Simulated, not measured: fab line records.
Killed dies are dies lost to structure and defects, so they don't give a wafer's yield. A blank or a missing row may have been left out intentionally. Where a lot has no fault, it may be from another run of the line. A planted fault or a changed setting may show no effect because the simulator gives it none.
Matching of chambers -- flow n5Finfet -- 4 sister chambers for N5_BEOL_M12_ETCH_59 on rieDiel-04
The step etches BARC in N2/H2, target depth 89 nm, overetch 26.7 nm, time 67.9 s. 8 wafers are shown with their chamber, then 7 later ones without.

EACH WAFER AND ITS CHAMBER
wafer,chamber,drypumpMotorCurrentA (A),throttleValvePct (%)
L077.4,1,5.9,18.04
L077.5,1,5.8,18.04
L077.6,2,6.0,17.52
L081.1,3,5.0,17.92
L081.3,0,5.1,18.02
L081.6,2,6.0,17.54
L086.1,3,5.0,17.94
L086.3,0,5.1,17.61

WAFERS WHOSE CHAMBER IS MISSING
wafer,drypumpMotorCurrentA (A),throttleValvePct (%)
L086.5,6.0,17.57
L090.3,5.8,18.08
L090.4,5.0,17.63
L090.5,5.9,18.09
L092.2,5.8,18.11
L092.4,5.0,17.98
L092.5,5.0,17.62

WHICH CHAMBER EACH WENT THROUGH
wafer,from the rows above,in truth
L086.5,2,2
L090.3,1,1
L090.4,can't be placed: 3 or 0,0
L090.5,1,1
L092.2,1,1
L092.4,3,3
L092.5,can't be placed: 3 or 0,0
Placed correctly: 5 of 7. Cannot be placed on the basis of these rows: 2; the candidates contain the true chamber in 2. Number placed wrongly: 0.
How it was worked out, from the rows above alone: a wafer's distance from a chamber is the root of the sum, over the readings, of the square of ((its reading less the chamber's mean) divided by the reading's scatter). If the next closest chamber is less than 2 further off than the closest, the wafer can't be placed; otherwise it belongs to the closest. A chamber's mean is the mean of its shown wafers. The scatter: the root of (the sum of the squares of (reading less its chamber's mean) over the shown wafers, divided by (wafers less chambers)).
